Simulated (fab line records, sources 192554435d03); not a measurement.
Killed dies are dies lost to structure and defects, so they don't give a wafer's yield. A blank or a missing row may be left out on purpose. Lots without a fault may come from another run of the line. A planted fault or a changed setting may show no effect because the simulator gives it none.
Chamber matching | flow n5_finfet | N5_SPACER0_ALD_08 on ald_sin-02: 4 sister chambers
The step deposits SiNx, target thk 2 nm. 4 wafers are shown with their chamber, then 8 later ones without.

WAFERS WITH THEIR CHAMBER
wafer  | chamber | heater_power_w (W)
L082.1 | 3       | 745
L084.5 | 1       | 925
L084.6 | 2       | 643
L088.1 | 0       | 1070

WAFERS WITHOUT THEIR CHAMBER
wafer  | heater_power_w (W)
L088.2 | 888
L088.5 | 655
L089.2 | 766
L089.5 | 663
L089.6 | 893
L092.1 | 1085
L092.2 | 900
L092.5 | 895

WHICH CHAMBER EACH WENT THROUGH
wafer  | from the rows above | in truth
L088.2 | 1                   | 1
L088.5 | 2                   | 2
L089.2 | 3                   | 3
L089.5 | 2                   | 2
L089.6 | 1                   | 1
L092.1 | 0                   | 0
L092.2 | 1                   | 1
L092.5 | 1                   | 1
Placed correctly: 8 of 8. Can't be placed from these rows: 0. Placed wrongly: 0.
How it was worked out, from the rows above alone: a wafer's distance from a chamber is the root of the sum, over the readings, of the square of ((its reading less the chamber's mean) divided by the reading's scatter). The wafer belongs to the nearest chamber; if the next one is less than 2 further off, it can't be placed. A chamber's mean is the mean of its shown wafers. The scatter: with one shown wafer a chamber, the root of the mean of the squares of how far each hidden wafer lies from its nearest shown one.
